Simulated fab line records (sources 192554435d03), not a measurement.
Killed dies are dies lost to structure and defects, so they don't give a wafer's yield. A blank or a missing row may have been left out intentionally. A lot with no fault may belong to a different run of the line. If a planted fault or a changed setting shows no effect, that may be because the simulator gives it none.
Code-filled problem report in 8D (eight disciplines) form || flow n5Finfet || the parts of the form that need people (team, actions taken, sign-off) are left out

1. THE ISSUE
Wafers with no fault read 33 with a standard deviation of 10, whereas killed_at_M0_to_M3 at N5_PASSIVATION_PROBE_49 reads a mean of 131 on 1 wafer of 1 lot. That puts it +9.8 standard deviations away from the usual mean.
Seen first at day 14 19:31 on prober-01, wafer L884.1. The record holds 3 wafers of 1 lot with a number at this step. Rule for "out", or "out of limits": more than 4 standard deviations from the usual mean. Any other wafer with a number is counted as sound.

2. WHAT IT IS, WHAT IT ISN'T
{"question": "which readings at this step", "is": "killed_at_M0_to_M3, defectLimitedYield, killedDies, sort_bin_5_function, sortNPass, sortYieldPct", "is not": "killed_at_M4_up, killedAtContacts, killedAtOther, killedOpen, sort_bin_8_speed"}
{"question": "which lots", "is": "L884", "is not": "-"}
{"question": "which wafers of those lots", "is": "L884.1", "is not": "L884.3, L884.4"}
{"question": "read on which tools", "is": "prober-01", "is not": "-"}
{"question": "when", "is": "from day 14 19:31", "is not": "up to then (0 sound wafers); but 2 sound wafers of L884 came after"}

3. THE SUSPECTS, EACH WITH WHAT RULES IT OUT
Counting: a tool at a process step up to the reading stays a suspect if it ran every lot that is out. Sound lots after the first of them don't rule it out here, since some wafers of a struck lot are sound.
- wetBench-04 at N5_BEOL_M3_HM_STRIP_39 (strips TiN in peroxide tin strip, target depth 25 nm, time 158 s): kept. It ran the lot that is out, L884 (day 8 22:01).
- pecvd-03 at N5_PASSIVATION_PECVD_00 (deposits SiO2 from SiH4/N2O, target thk 200 nm, time 11.2 s): kept. It ran the lot that is out, L884 (day 14 06:47).
- pvdSputter-03 at N5_MIM_TOP_SPUTTER_03 (material TiN, target thk 35 nm, time 89.7 s): kept. It ran the lot that is out, L884 (day 14 08:32).
- prober-01 at N5_PASSIVATION_PROBE_49: kept. It ran the lot that is out, L884 (day 14 19:31). Its own readings are out on those wafers: defectLimitedYield, killed_at_M0_to_M3, killedDies, sort_bin_5_function, sortNPass, sortYieldPct.
- Within pecvd-03 at N5_PASSIVATION_PECVD_00: the wafers that are out ran in chamber 1; their sound lot-mates ran in chambers 0, 2.
Left after counting: wetBench-04 at N5_BEOL_M3_HM_STRIP_39, pecvd-03 at N5_PASSIVATION_PECVD_00, pvdSputter-03 at N5_MIM_TOP_SPUTTER_03, prober-01 at N5_PASSIVATION_PROBE_49.

4. THE CAUSE (what the simulator had put in)
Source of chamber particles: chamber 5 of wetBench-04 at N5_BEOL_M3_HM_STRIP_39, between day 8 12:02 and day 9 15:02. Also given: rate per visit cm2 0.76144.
Of the 4 suspects that counting leaves, this tool is one.

5. THE CHAIN OF EFFECTS, in route order
One row per reading whose mean, taken over the struck wafers that have a number, lies over 3 standard deviations from the usual. Only readings for which the record gives a usual standard deviation are gone through. hours: the time from each lot's start at the first step in this table that gives one to its start at this step, as a median over the lots. sigmas: the change in usual standard deviations.
{"hours": 0, "step": "N5_PASSIVATION_PROBE_49", "reading": "defectLimitedYield", "usual": "91.6 %", "on struck wafers": 79.7, "change": -11.9, "sigmas": -8.5}
{"hours": 0, "step": "N5_PASSIVATION_PROBE_49", "reading": "killed_at_M0_to_M3", "usual": 33, "on struck wafers": 131, "change": "+98", "sigmas": "+9.8"}
{"hours": 0, "step": "N5_PASSIVATION_PROBE_49", "reading": "killedAtFrontEnd", "usual": 36, "on struck wafers": 73, "change": "+37", "sigmas": "+3.1"}
{"hours": 0, "step": "N5_PASSIVATION_PROBE_49", "reading": "killedDies", "usual": 99, "on struck wafers": 240, "change": "+141", "sigmas": "+8.8"}
{"hours": 0, "step": "N5_PASSIVATION_PROBE_49", "reading": "sort_bin_5_function", "usual": "4.9 %", "on struck wafers": 13.0, "change": "+8.1", "sigmas": "+9.0"}
{"hours": 0, "step": "N5_PASSIVATION_PROBE_49", "reading": "sort_bin_6_memory", "usual": "3.1 %", "on struck wafers": 5.7, "change": "+2.6", "sigmas": "+3.9"}
{"hours": 0, "step": "N5_PASSIVATION_PROBE_49", "reading": "sortNPass", "usual": 1081, "on struck wafers": 940, "change": -141, "sigmas": -8.3}
{"hours": 0, "step": "N5_PASSIVATION_PROBE_49", "reading": "sortYieldPct", "usual": "91.6 %", "on struck wafers": 79.7, "change": -11.9, "sigmas": -8.5}
It contains these process steps:
- N5_PASSIVATION_PROBE_49

6. WHAT WOULD HAVE CAUGHT IT SOONER
151 hours passed between the start of the fault at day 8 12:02 and the first reading out of limits in this record, taken at day 14 19:31.
Each of the lots that are out, 1 in all, had begun N5_BEOL_M3_HM_STRIP_39 on wetBench-04 no later than day 14 19:31. Tool hold at that time: it would have spared none of them.
